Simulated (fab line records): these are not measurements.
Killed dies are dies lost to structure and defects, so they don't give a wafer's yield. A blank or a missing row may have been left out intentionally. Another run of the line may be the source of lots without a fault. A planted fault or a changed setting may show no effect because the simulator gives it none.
fab line records	flow nand_harc
record: lots: 6	wafers: 17	last_day: 33
route steps=1302 shown A_BONDPAD@1217 END@1302
lots that met no fault: taken from a fault-free run of the same line
start_h: hours from the record's first day to the start of the lot's first wafer shown	wait_h: time in hours since the lot's previous step	" identical to the entry in the row above	L1.1+2: a row that stands for several wafers	- value missing, or start not given	* or withheld: withheld	< > ~ a bound
route shown NAME@n: NAME is a module with steps in the file, n the number in the route of the first one	usual: mean and standard deviation over wafers with no fault	same: alike in all rows	chamber/n: place in a boat	sites: per-site readings	_std_site: how widely they spread, as a standard deviation	_edge_site: outer sites' mean less inner sites'	radius_mm: how far each site lies from the wafer's centre	mask NAME#n: copy n	behind: the most recent tool/chamber to have shaped the wafer	hold: what put the lot on hold/how long, in hours/how the hold closed	device: which transistor (n, p or np) failed to switch	end of line: the route-end tests of the same wafers	step lacking rows: just its recipe	killed: dies lost to structure and defects at the first sort, not the wafer's yield	map: a wafer's dies, x killed, . not, _ none there
set.NAME: the setting the step ran with; set.NAME@STEP: the setting that earlier step ran with	model.NAME: the simulator's own value behind a step, which no gauge read
lots at some steps of the route; a table a step, a row a wafer
services: from which hour (start_h, from the record's first day; less than 0 if before it) a tool's chamber was out of use, for how many hours, and why
== steps ==
step: NHARC_A_BONDPAD_HARDBAKE_10
recipe: temp_c: 118	time_s: 65
step: NHARC_A_BONDPAD_DESCUM_11
recipe: time_s: 3	o2_flow_sccm: 200	ar_flow_sccm: 0	bias_power_w: 0	chemistry: O2
usual: chamber_pressure_mTorr: 59.99/0.058	drypump_motor_current_A: 5.7/0.53	oes_product_au: 1.003/0.01	rf_vpp_V: 57.7/0.84	showerhead_plenum_p_Torr: 1.92/0.076	throttle_valve_pct: 11.313/0.008
lot.wafer	tool	chamber	start_h	wait_h	chamber_pressure_mTorr	drypump_motor_current_A	oes_product_au	rf_hours_counter_h	rf_vpp_V	showerhead_plenum_p_Torr	throttle_valve_pct
L864.4	rie_diel-05	0	541.77	-	60.00	5.0	0.999	5	58.6	2.03	11.324
L864.3	"	1	"	"	59.99	6.6	1.011	5	58.4	1.87	11.326
L864.6	"	1	"	"	59.94	6.5	1.014	-	58.5	1.87	11.316
L866.3	rie_diel-06	1	563.81	-	60.10	6.2	1.001	14	57.7	2.01	11.311
L866.4	"	2	"	"	59.99	5.6	0.990	14	56.7	1.80	11.316
L866.6	"	1	"	"	60.04	6.2	0.995	-	58.5	2.01	11.320
L873.4	rie_diel-05	1	626.25	-	59.98	6.6	1.007	1	57.3	1.87	11.310
L873.5	"	3	"	"	60.03	5.7	1.015	-	58.5	1.98	11.309
L873.6	"	0	"	"	60.06	4.9	0.998	-	57.5	2.03	11.317
L874.2	rie_diel-05	2	633.79	-	60.07	5.6	1.010	1	58.2	1.84	11.322
L874.4	"	3	"	"	60.03	5.6	1.008	1	58.0	1.98	11.312
L876.4	rie_diel-05	0	658.50	-	60.09	5.0	0.998	2	56.5	2.02	11.303
L876.3	"	1	"	"	59.93	6.6	1.008	1	57.4	1.87	11.300
L876.5	"	3	"	"	59.96	5.6	1.008	-	57.9	1.98	11.317
L884.2	rie_diel-06	3	743.72	-	60.05	6.5	1.007	13	57.8	1.94	11.311
L884.3	"	0	"	"	60.00	5.0	0.999	13	57.5	1.88	11.316
L884.6	"	2	"	"	59.99	5.6	1.012	-	56.9	1.79	11.306
step: NHARC_A_BONDPAD_ETCH_34
recipe: target_depth_a: 600	overetch_a: 180	time_s: 65.91	ion_energy_ev: 200	n2_flow_sccm: 150	h2_flow_sccm: 150	ar_flow_sccm: 0	rf_w: 400	bias_w: 150	chemistry: N2/H2
step: NHARC_A_BONDPAD_ETCH_12
recipe: target_depth_a: 2200	time_s: 110	chf3_flow_sccm: 50	o2_flow_sccm: 10	ar_flow_sccm: 200	rf_w: 500	bias_w: 200	chemistry: CHF3/O2
usual: chamber_pressure_mTorr: 25.001/0.019	drypump_motor_current_A: 5.7/0.52	oes_product_au: 0.947/0.025	rf_fwd_power_W: 496.9/1.8	rf_vpp_V: 370.7/2.2	showerhead_plenum_p_Torr: 2.40/0.092	throttle_valve_pct: 20.573/0.0096
lot.wafer	tool	chamber	start_h	wait_h	chamber_pressure_mTorr	drypump_motor_current_A	oes_product_au	rf_fwd_power_W	rf_hours_counter_h	rf_vpp_V	showerhead_plenum_p_Torr	throttle_valve_pct
L864.3	rie_diel-05	3	-	-	25.039	5.6	0.932	494.8	5	372.9	2.49	20.572
L864.4	"	1	"	"	25.027	6.6	0.924	498.0	5	369.5	2.35	20.569
L864.6	"	2	"	"	25.041	5.6	0.916	492.0	-	368.3	2.32	20.569
L866.4	rie_diel-06	2	-	-	24.979	5.6	0.910	499.3	14	367.3	2.26	20.562
L866.3	"	0	"	"	25.034	5.0	0.915	496.8	13	370.1	2.38	20.576
L866.6	"	1	"	"	24.957	6.2	0.921	495.6	-	372.5	2.51	20.579
L873.4	rie_diel-05	1	-	-	25.003	6.6	0.978	499.8	1	369.7	2.35	20.571
L873.5	"	2	"	"	24.997	5.6	0.984	497.8	-	368.5	2.32	20.566
L873.6	"	3	"	"	24.987	5.6	0.964	497.6	-	373.1	2.49	20.582
L874.4	rie_diel-05	3	-	-	24.990	5.6	0.986	495.8	1	372.5	2.49	20.577
L874.2	"	0	"	"	24.998	5.0	0.973	500.1	1	372.5	2.54	20.563
L876.4	rie_diel-05	2	-	-	25.004	5.7	0.973	497.6	2	368.8	2.32	20.575
L876.3	"	3	"	"	25.007	5.7	0.978	495.9	2	371.4	2.49	20.577
L876.5	"	2	"	"	24.984	5.6	0.969	497.6	-	369.9	2.32	20.563
L884.2	rie_diel-06	0	-	-	25.010	5.0	0.916	495.5	13	369.3	2.37	20.576
L884.3	"	1	"	"	25.005	6.2	0.932	497.2	13	372.8	2.50	20.579
L884.6	"	0	"	"	25.022	5.0	0.927	493.9	-	370.4	2.37	20.581
step: NHARC_A_BONDPAD_CD_MEAS_13
usual: cd_nm: 498/3.3
lot.wafer	tool	chamber	start_h	wait_h	cd_nm
L864.3	cd_sem-03	-	542.09	-	497
L864.4	"	-	"	"	498
L864.6	"	-	"	"	499
L866.3	cd_sem-01	-	564.13	-	500
L866.4	"	-	"	"	499
L866.6	"	-	"	"	498
L873.4	cd_sem-01	-	626.56	-	497
L873.5	"	-	"	"	501
L873.6	"	-	"	"	495
L874.2	cd_sem-01	-	634.10	-	498
L874.4	"	-	"	"	497
L876.3	cd_sem-01	-	658.80	-	496
L876.4	"	-	"	"	500
L876.5	"	-	"	"	501
L884.2	cd_sem-01	-	744.52	-	492
L884.3	"	-	"	"	497
L884.6	"	-	"	"	490
step: NHARC_A_BONDPAD_STRIP_15
recipe: o2_flow_sccm: 500	ar_flow_sccm: 0	bias_w: 0	chemistry: O2
step: NHARC_A_BONDPAD_ETCH_24
recipe: target_depth_a: 300	over_etch_frac: 0.3	time_s: 72.99	ion_energy_ev: 150	cf4_flow_sccm: 50	n2_flow_sccm: 100	ar_flow_sccm: 150	rf_w: 300	bias_w: 100	chemistry: CF4/N2
step: NHARC_A_BONDPAD_STRIP_16
recipe: time_s: 600	temp_c: 30	chemistry: post_etch_residue_remover
step: NHARC_A_BONDPAD_DEGAS_25
recipe: temp_c: 300	time_s: 60
usual: heater_power_w: 469/40	susceptor_temp_C: 300.00/0.19
lot.wafer	tool	chamber	start_h	wait_h	heater_power_w	susceptor_temp_C
L864.4	pvd_sputter-02	-	542.73	-	491	299.87
L864.3	"	-	"	"	377	300.07
L864.6	"	-	"	"	493	299.97
L866.4	pvd_sputter-03	-	564.77	-	489	299.79
L866.3	"	-	"	"	490	299.90
L866.6	"	-	"	"	522	300.07
L873.4	pvd_sputter-01	-	627.18	-	410	-
L873.6	"	-	"	"	527	-
L873.5	"	-	"	"	411	-
L874.2	pvd_sputter-03	-	634.73	-	504	299.87
L874.4	"	-	"	"	445	300.03
L876.4	pvd_sputter-02	-	659.44	-	432	299.93
L876.3	"	-	"	"	401	299.87
L876.5	"	-	"	"	498	300.02
L884.2	pvd_sputter-03	-	745.15	-	418	299.66
L884.3	"	-	"	"	484	299.72
L884.6	"	-	"	"	437	299.89
step: NHARC_A_BONDPAD_PRE_CLEAN_26
recipe: time_s: 30	temp_c: 280	gas: H2/He
step: NHARC_A_BONDPAD_PVD_17
recipe: target_thk_a: 50	bias_v: 168.6	power_w: 15000	chamber_pressure_pa: 0.12	time_s: 8.06	substrate_temp_c: 50	material: TaN
step: NHARC_A_BONDPAD_PVD_27
recipe: target_thk_a: 300	chamber_pressure_pa: 5	power_w: 5000	substrate_temp_c: 30	time_s: 20.49	material: Cu
step: NHARC_A_BONDPAD_ECD_18
recipe: target_thk_a: 4000	bath_temp_c: 25	material: Cu
usual: bath_temp_c: 25.00/0.12
lot.wafer	tool	chamber	start_h	wait_h	bath_temp_c
L864.3	ecd_cu-02	1	543.18	-	25.05
L864.4	"	0	"	"	25.01
L864.6	"	1	"	"	24.97
L866.4	ecd_cu-01	0	565.22	-	25.13
L866.3	"	1	"	"	24.96
L866.6	"	1	"	"	24.87
L873.4	ecd_cu-01	1	627.63	-	25.01
L873.6	"	1	"	"	25.11
L873.5	"	0	"	"	25.12
L874.2	ecd_cu-01	0	635.08	-	24.95
L874.4	"	0	"	"	24.81
L876.3	ecd_cu-02	0	659.89	-	25.04
L876.4	"	1	"	"	25.19
L876.5	"	1	"	"	25.16
L884.2	ecd_cu-02	0	745.56	-	25.08
L884.3	"	1	"	"	24.89
L884.6	"	1	"	"	24.83
step: NHARC_A_BONDPAD_ANNEAL_28
recipe: temp_c: 225	time_s: 90
usual: wafer_temp_C_max: 226.4/0.57
lot.wafer	tool	chamber	start_h	wait_h	wafer_temp_C_max
L864.3	rtp_anneal-02	0	543.57	0.3	225.7
L864.4	"	0	"	"	225.7
L864.6	"	0	"	"	225.8
L866.3	rtp_anneal-02	0	565.61	0.3	226.1
L866.4	"	0	"	"	226.3
L866.6	"	0	"	"	225.9
L873.4	rtp_anneal-01	0	628.06	-	227.1
L873.5	"	0	"	"	227.6
L873.6	"	0	"	"	226.8
L874.2	rtp_anneal-01	0	635.51	-	226.7
L874.4	"	0	"	"	226.6
L876.3	rtp_anneal-02	0	660.27	0.3	225.6
L876.4	"	0	"	"	226.0
L876.5	"	0	"	"	225.8
L884.2	rtp_anneal-01	0	745.93	-	226.4
L884.3	"	0	"	"	227.1
L884.6	"	0	"	"	227.5
step: NHARC_A_BONDPAD_CMP_19
recipe: t_overpolish_s: 30	cu_recess_touch_s: 16	target_thk_nm: 169.82
usual: edge_zone_pressure_frac: 1.001/0.0053	motor_current_A: 11.9/1.3	overpolish_run_s: 30.000/0.0091
lot.wafer	tool	chamber	start_h	wait_h	edge_zone_pressure_frac	motor_current_A	overpolish_run_s
L864.3	cmp-01	2	543.83	-	0.999	11.3	29.995
L864.4	"	3	"	"	0.993	11.0	30.006
L864.6	"	1	"	"	0.995	12.3	29.989
L866.3	cmp-04	3	565.85	-	1.013	11.5	30.005
L866.4	"	2	"	"	1.001	10.8	30.003
L866.6	"	3	"	"	1.006	11.3	29.999
L873.4	cmp-04	1	628.31	-	0.993	9.8	29.993
L873.5	"	3	"	"	0.998	11.6	29.997
L873.6	"	0	"	"	0.996	11.5	30.010
L874.2	cmp-04	1	635.80	-	1.000	9.6	29.998
L874.4	"	0	"	"	1.009	11.2	30.006
L876.4	cmp-01	3	660.52	-	1.005	11.8	29.995
L876.3	"	0	"	"	0.999	13.1	29.987
L876.5	"	0	"	"	1.003	13.4	30.003
L884.2	cmp-03	3	746.26	-	1.002	10.7	29.988
L884.3	"	0	"	"	1.006	12.1	29.990
L884.6	"	3	"	"	1.004	11.2	30.002
step: NHARC_A_BONDPAD_THK_MEAS_20
recipe: thk_meas_gauge: xrf
usual: thk_nm: 170.0/1.6
lot.wafer	tool	chamber	start_h	wait_h	hold	thk_nm
L864.3	film_metro-02	-	544.13	-	-	169.4
L864.4	"	-	"	"	-	168.9
L864.6	"	-	"	"	-	171.8
L866.3	film_metro-01	-	566.17	-	-	169.4
L866.4	"	-	"	"	-	170.5
L866.6	"	-	"	"	-	169.5
L873.4	film_metro-02	-	628.58	-	await_dispo/0.2h/release	167.0
L873.5	"	-	"	"	await_dispo/0.2h/release	128.0
L873.6	"	-	"	"	await_dispo/0.2h/release	171.1
L873.4	film_metro-02	-	628.75	0.2	-	164.4
L873.5	"	-	"	"	-	125.4
L873.6	"	-	"	"	-	170.3
L874.2	film_metro-02	-	636.12	-	await_dispo/0.2h/release	128.4
L874.4	"	-	"	"	await_dispo/0.2h/release	126.7
L874.2	film_metro-02	-	636.29	0.2	-	128.3
L874.4	"	-	"	"	-	126.2
L876.3	film_metro-02	-	660.85	-	-	168.5
L876.4	"	-	"	"	-	169.4
L876.5	"	-	"	"	-	169.0
L884.2	film_metro-02	-	746.55	-	-	171.2
L884.3	"	-	"	"	-	168.4
L884.6	"	-	"	"	-	169.6
step: NHARC_END_SORT_01
recipe: temp_c: 25
usual: defect_limited_yield: 91.2/2.6	killed_at_array: 55/17	killed_at_other: 0.9/1.2	killed_at_periphery: 3.7/2.5	killed_dies: 59/18	killed_open: 3.4/1.9	killed_short: 2.6/1.6	sort_bin_2_pct: 3.1/1.2	sort_bin_3_pct: 0.7/0.4	sort_bin_4_pct: 4.9/1.4	sort_n_pass: 618/18	sort_rim_yield_pct: 93/3.7	sort_yield_pct: 91.2/2.6
same: gross_dies: 677	sort_bin_5_pct[%]: 0	sort_bin_6_pct[%]: 0	sort_bin_7_pct[%]: 0	sort_bin_8_pct[%]: 0	sort_rim_n_gross: 106.00
lot.wafer	tool	chamber	start_h	wait_h	hold	defect_limited_yield[%]	killed_at_array	killed_at_other	killed_at_periphery	killed_dies	killed_open	killed_short	sort_bin_2_pct[%]	sort_bin_3_pct[%]	sort_bin_4_pct[%]	sort_n_pass	sort_rim_yield_pct[%]	sort_yield_pct[%]
L864.3	prober-01	0	582.06	3.1	-	91.0	59	0	2	61	1	4	3.7	0.4	4.9	616	98	91.0
L864.4	prober-01	0	582.85	3.4	-	91.3	54	1	4	59	2	2	3.2	0.6	4.9	618	92	91.3
L864.6	prober-01	0	584.43	3.9	-	92.0	51	2	1	54	3	3	3.1	0.4	4.4	623	99	92.0
L866.3	prober-01	0	633.25	3.1	-	87.6	75	5	4	84	6	3	4.9	0.6	6.9	593	89	87.6
L866.4	prober-01	0	634.04	3.4	-	89.5	65	3	3	71	1	1	3.8	1.2	5.5	606	95	89.5
L866.6	prober-01	0	635.62	4.0	-	90.1	59	5	3	67	0	5	3.5	1.3	5.0	610	90	90.1
L873.4	prober-02	0	667.90	3.4	await_dispo/4.8h/release	93.2	42	0	4	46	6	2	2.8	0.1	3.8	631	93	93.2
L873.5	prober-02	0	668.71	3.7	await_dispo/4.8h/release	0	671	0	6	677	5	3	96.3	0.4	3.2	0	0	0
L873.6	prober-02	0	669.51	4.0	await_dispo/4.8h/release	95.1	26	0	7	33	3	3	2.2	0	2.7	644	92	95.1
L874.2	prober-01	0	674.01	2.8	await_dispo/2.7h/release	0	669	1	7	677	6	3	95.1	0.4	4.4	0	0	0
L874.4	prober-01	0	675.61	3.4	await_dispo/2.7h/release	0	670	0	7	677	4	4	94.7	0.4	4.9	0	0	0
L876.3	prober-01	0	692.13	3.1	-	90.8	55	4	3	62	4	2	3.0	0.3	5.9	615	92	90.8
L876.4	prober-01	0	692.93	3.4	-	89.8	66	2	1	69	2	4	3.1	1.0	6.1	608	94	89.8
L876.5	prober-01	0	693.74	3.7	-	90.4	64	1	0	65	1	5	3.4	0.6	5.6	612	91	90.4
L884.2	prober-02	0	779.63	2.8	-	93.8	36	2	4	42	2	4	2.5	0.3	3.4	635	96	93.8
L884.3	prober-02	0	780.43	3.1	-	95.3	29	0	3	32	3	1	1.5	0.1	3.1	645	90	95.3
L884.6	prober-02	0	782.81	4.0	-	95.0	32	1	1	34	4	1	1.6	0.3	3.1	643	98	95.0
killed by level:class
L864.3 A_CHANNEL_HOLE_D1:chamber_film_flake=34 A_CHANNEL_HOLE_D2:chamber_film_flake=9 A_CONTACT:chamber_film_flake=5 A_STAIRCASE:chamber_film_flake=4 A_ONON_D1:geometric_particle:short=2 A_DECK1_JOINT:chamber_film_flake=2 A_CHANNEL_FILL_D2:geometric_particle:short=1 A_WL_FILL:geometric_particle:short=1
L864.4 A_CHANNEL_HOLE_D1:chamber_film_flake=34 A_CHANNEL_HOLE_D2:chamber_film_flake=8 A_STAIRCASE:chamber_film_flake=7 P_STI:chamber_film_flake=2 A_CONTACT:chamber_film_flake=2 P_GATE:geometric_particle:short=1 P_GATE:geometric_particle:open=1 A_ONON_D2:geometric_particle:open=1
L864.6 A_CHANNEL_HOLE_D1:chamber_film_flake=34 A_CHANNEL_HOLE_D2:chamber_film_flake=6 A_CONTACT:chamber_film_flake=4 A_STAIRCASE:chamber_film_flake=2 P_CONTACT:geometric_particle:open=1 A_ONON_D1:geometric_particle:open=1 A_CHANNEL_FILL_D2:geometric_particle:short=1 A_WL_FILL:geometric_particle:short=1
L866.3 A_CHANNEL_HOLE_D2:chamber_film_flake=37 A_SLIT:chamber_film_flake=19 THIN_TSV:chamber_film_flake=5 A_CHANNEL_HOLE_D1:chamber_film_flake=3 A_DECK1_JOINT:chamber_film_flake=3 A_CHANNEL_FILL_D2:chamber_film_flake=3 A_ONON_D2:geometric_particle:open=2 A_STAIRCASE:chamber_film_flake=2
L866.4 A_CHANNEL_HOLE_D2:chamber_film_flake=27 A_SLIT:chamber_film_flake=16 A_STAIRCASE:chamber_film_flake=9 A_CHANNEL_HOLE_D1:chamber_film_flake=5 A_DECK1_JOINT:chamber_film_flake=5 THIN_TSV:chamber_film_flake=3 A_CONTACT:chamber_film_flake=2 P_STI:geometric_particle:open=1
L866.6 A_CHANNEL_HOLE_D2:chamber_film_flake=30 A_SLIT:chamber_film_flake=16 THIN_TSV:chamber_film_flake=4 A_STAIRCASE:chamber_film_flake=3 A_CONTACT:chamber_film_flake=3 A_WL_FILL:geometric_particle:short=2 A_SGD_CUT:geometric_particle:short=1 A_CONTACT:geometric_particle:short=1
L873.4 A_CHANNEL_HOLE_D2:chamber_film_flake=15 A_STAIRCASE:chamber_film_flake=7 A_CHANNEL_HOLE_D1:chamber_film_flake=5 P_M1:geometric_particle:open=2 A_ZERO_WELL:chamber_film_flake=2 A_CHANNEL_FILL_D1:chamber_film_flake=2 A_SLIT:chamber_film_flake=2 A_WL_FILL:chamber_film_flake=2
L873.5 A_BONDPAD:area_ecd=637 A_CHANNEL_HOLE_D2:chamber_film_flake=13 A_CHANNEL_HOLE_D1:chamber_film_flake=9 P_CONTACT:geometric_particle:open=3 A_WL_FILL:chamber_film_flake=3 A_CHANNEL_FILL_D1:geometric_particle:open=2 A_ZERO_WELL:chamber_film_flake=2 P_GATE:geometric_particle:short=1
L873.6 A_CHANNEL_HOLE_D2:chamber_film_flake=12 A_ZERO_WELL:chamber_film_flake=5 P_ZERO_WELL:chamber_film_flake=3 A_CHANNEL_HOLE_D1:chamber_film_flake=3 A_STAIRCASE:chamber_film_flake=2 P_GATE:geometric_particle:short=1 P_M2:geometric_particle:open=1 A_CHANNEL_FILL_D1:geometric_particle:open=1
L874.2 A_BONDPAD:area_ecd=617 A_CHANNEL_HOLE_D1:chamber_film_flake=28 A_CONTACT:chamber_film_flake=5 P_STI:chamber_film_flake=3 A_STAIRCASE:chamber_film_flake=3 A_CHANNEL_FILL_D1:chamber_film_flake=3 P_ZERO_WELL:chamber_film_flake=2 A_CHANNEL_HOLE_D2:chamber_film_flake=2
L874.4 A_BONDPAD:area_ecd=623 A_CHANNEL_HOLE_D1:chamber_film_flake=31 A_STAIRCASE:chamber_film_flake=4 P_STI:chamber_film_flake=3 P_CONTACT:geometric_particle:open=2 A_CHANNEL_FILL_D1:geometric_particle:short=2 A_CHANNEL_FILL_D1:chamber_film_flake=2 A_ONON_D1:geometric_particle:short=1
L876.3 A_CHANNEL_HOLE_D1:chamber_film_flake=28 A_CHANNEL_HOLE_D2:chamber_film_flake=16 A_DECK1_JOINT:chamber_film_flake=3 A_ZERO_WELL:chamber_film_flake=2 THIN_TSV:chamber_film_flake=2 P_STI:geometric_particle:open=1 P_CONTACT:geometric_particle:short=1 P_CONTACT:geometric_particle:open=1
L876.4 A_CHANNEL_HOLE_D1:chamber_film_flake=32 A_CHANNEL_HOLE_D2:chamber_film_flake=21 A_WL_FILL:geometric_particle:short=3 A_BLC:chamber_film_flake=2 A_STAIRCASE:chamber_film_flake=2 THIN_TSV:chamber_film_flake=2 A_ONON_D1:geometric_particle:open=1 A_CHANNEL_FILL_D1:geometric_particle:open=1
L876.5 A_CHANNEL_HOLE_D1:chamber_film_flake=29 A_CHANNEL_HOLE_D2:chamber_film_flake=15 A_STAIRCASE:chamber_film_flake=5 A_ZERO_WELL:chamber_film_flake=4 A_ONON_D1:geometric_particle:short=2 A_CONTACT:chamber_film_flake=2 A_CHANNEL_HOLE_D1:geometric_particle:short=1 A_DECK1_JOINT:geometric_particle:open=1
L884.2 A_SLIT:chamber_film_flake=11 A_CHANNEL_HOLE_D1:chamber_film_flake=8 A_CONTACT:chamber_film_flake=6 A_DECK1_JOINT:chamber_film_flake=3 A_ONON_D2:geometric_particle:short=2 P_M1:chamber_film_flake=2 P_CONTACT:geometric_particle:short=1 A_CHANNEL_FILL_D1:geometric_particle:short=1
L884.3 A_CHANNEL_HOLE_D1:chamber_film_flake=9 A_SLIT:chamber_film_flake=6 A_DECK1_JOINT:chamber_film_flake=3 A_CHANNEL_HOLE_D2:chamber_film_flake=3 P_M1:chamber_film_flake=2 A_CONTACT:chamber_film_flake=2 P_M0:geometric_particle:open=1 A_CHANNEL_FILL_D1:geometric_particle:open=1
L884.6 A_CHANNEL_HOLE_D1:chamber_film_flake=10 A_SLIT:chamber_film_flake=10 A_CONTACT:chamber_film_flake=4 A_CHANNEL_FILL_D2:chamber_film_flake=2 P_CONTACT:geometric_particle:short=1 A_ONON_D1:geometric_particle:open=1 A_ONON_D2:geometric_particle:open=1 A_BLC:geometric_particle:open=1
map L873.5 (x killed, . not)
____________x____________
_________xxxxxxx_________
_______xxxxxxxxxxx_______
______xxxxxxxxxxxxx______
_____xxxxxxxxxxxxxxx_____
____xxxxxxxxxxxxxxxxx____
____xxxxxxxxxxxxxxxxx____
___xxxxxxxxxxxxxxxxxxx___
___xxxxxxxxxxxxxxxxxxx___
__xxxxxxxxxxxxxxxxxxxxx__
__xxxxxxxxxxxxxxxxxxxxx__
_xxxxxxxxxxxxxxxxxxxxxxx_
_xxxxxxxxxxxxxxxxxxxxxxx_
_xxxxxxxxxxxxxxxxxxxxxxx_
_xxxxxxxxxxxxxxxxxxxxxxx_
_xxxxxxxxxxxxxxxxxxxxxxx_
xxxxxxxxxxxxxxxxxxxxxxxxx
xxxxxxxxxxxxxxxxxxxxxxxxx
xxxxxxxxxxxxxxxxxxxxxxxxx
xxxxxxxxxxxxxxxxxxxxxxxxx
xxxxxxxxxxxxxxxxxxxxxxxxx
_xxxxxxxxxxxxxxxxxxxxxxx_
_xxxxxxxxxxxxxxxxxxxxxxx_
_xxxxxxxxxxxxxxxxxxxxxxx_
_xxxxxxxxxxxxxxxxxxxxxxx_
_xxxxxxxxxxxxxxxxxxxxxxx_
__xxxxxxxxxxxxxxxxxxxxx__
__xxxxxxxxxxxxxxxxxxxxx__
___xxxxxxxxxxxxxxxxxxx___
___xxxxxxxxxxxxxxxxxxx___
____xxxxxxxxxxxxxxxxx____
____xxxxxxxxxxxxxxxxx____
_____xxxxxxxxxxxxxxx_____
______xxxxxxxxxxxxx______
_______xxxxxxxxxxx_______
_________xxxxxxx_________
____________x____________
map L874.2 (x killed, . not)
____________x____________
_________xxxxxxx_________
_______xxxxxxxxxxx_______
______xxxxxxxxxxxxx______
_____xxxxxxxxxxxxxxx_____
____xxxxxxxxxxxxxxxxx____
____xxxxxxxxxxxxxxxxx____
___xxxxxxxxxxxxxxxxxxx___
___xxxxxxxxxxxxxxxxxxx___
__xxxxxxxxxxxxxxxxxxxxx__
__xxxxxxxxxxxxxxxxxxxxx__
_xxxxxxxxxxxxxxxxxxxxxxx_
_xxxxxxxxxxxxxxxxxxxxxxx_
_xxxxxxxxxxxxxxxxxxxxxxx_
_xxxxxxxxxxxxxxxxxxxxxxx_
_xxxxxxxxxxxxxxxxxxxxxxx_
xxxxxxxxxxxxxxxxxxxxxxxxx
xxxxxxxxxxxxxxxxxxxxxxxxx
xxxxxxxxxxxxxxxxxxxxxxxxx
xxxxxxxxxxxxxxxxxxxxxxxxx
xxxxxxxxxxxxxxxxxxxxxxxxx
_xxxxxxxxxxxxxxxxxxxxxxx_
_xxxxxxxxxxxxxxxxxxxxxxx_
_xxxxxxxxxxxxxxxxxxxxxxx_
_xxxxxxxxxxxxxxxxxxxxxxx_
_xxxxxxxxxxxxxxxxxxxxxxx_
__xxxxxxxxxxxxxxxxxxxxx__
__xxxxxxxxxxxxxxxxxxxxx__
___xxxxxxxxxxxxxxxxxxx___
___xxxxxxxxxxxxxxxxxxx___
____xxxxxxxxxxxxxxxxx____
____xxxxxxxxxxxxxxxxx____
_____xxxxxxxxxxxxxxx_____
______xxxxxxxxxxxxx______
_______xxxxxxxxxxx_______
_________xxxxxxx_________
____________x____________
== services ==
tool	chamber	start_h	hours	kind
pvd_sputter-02	-	518.63	1.7	repair
pvd_sputter-03	-	526.00	10.0	pm
rie_diel-05	0	548.11	2.9	repair
pvd_sputter-03	-	554.89	0.7	repair
cmp-04	-	574.04	0.9	repair
cmp-01	-	577.50	4.0	pm
rie_diel-05	-	583.60	9.0	pm
rie_diel-06	2	586.16	8.3	repair
pvd_sputter-03	-	590.50	1.5	repair
ecd_cu-02	-	596.04	8.0	pm
cmp-04	-	597.14	0.9	repair
rie_diel-05	1	599.62	6.9	repair
cmp-04	-	601.08	4.0	pm
pvd_sputter-02	-	606.32	2.5	repair
ecd_cu-01	-	614.85	2.6	repair
pvd_sputter-02	-	638.00	10.0	pm
rie_diel-06	-	661.24	9.0	pm
ecd_cu-02	-	672.05	9.7	repair
ecd_cu-01	-	688.11	8.0	pm
cmp-04	-	691.07	0.7	repair
cmp-04	-	699.08	4.0	pm
pvd_sputter-03	-	704.00	10.0	pm
pvd_sputter-03	-	737.57	5.9	repair
rtp_anneal-02	-	744.20	12.0	pm
== key ==
first_sign: step: NHARC_A_BONDPAD_THK_MEAS_20	reading: visit	direction: added
effect: step: NHARC_A_BONDPAD_THK_MEAS_20	reading: thk_nm	direction: down	sigmas: 26	usual: 170.0	struck: 127.7
effect: step: NHARC_END_SORT_01	reading: sort_bin_2_pct	direction: up	sigmas: 80	usual: 3.1	struck: 95.4
more_kills_born_at: NHARC_A_BONDPAD_ECD_18@ecd_cu-01: 1877
met_at NHARC_A_BONDPAD_ECD_18
struck_wafers L873.5,L874.2,L874.4
later_rows_left_out L873.5,L874.2,L874.4
onset_between 565.22 627.63
fault: kind: process_parameter_drift	tool: ecd_cu-01	chamber: 0	onset_h: 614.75	steps: NHARC_A_BONDPAD_ECD_18	channel: target_thk_a	offset: *	shape: step	end_h: 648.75	acts_in: *	stated: *
later_rows_left_out: the simulator's readings of these wafers behind a module that went badly wrong aren't trusted and aren't shown, but for the sort
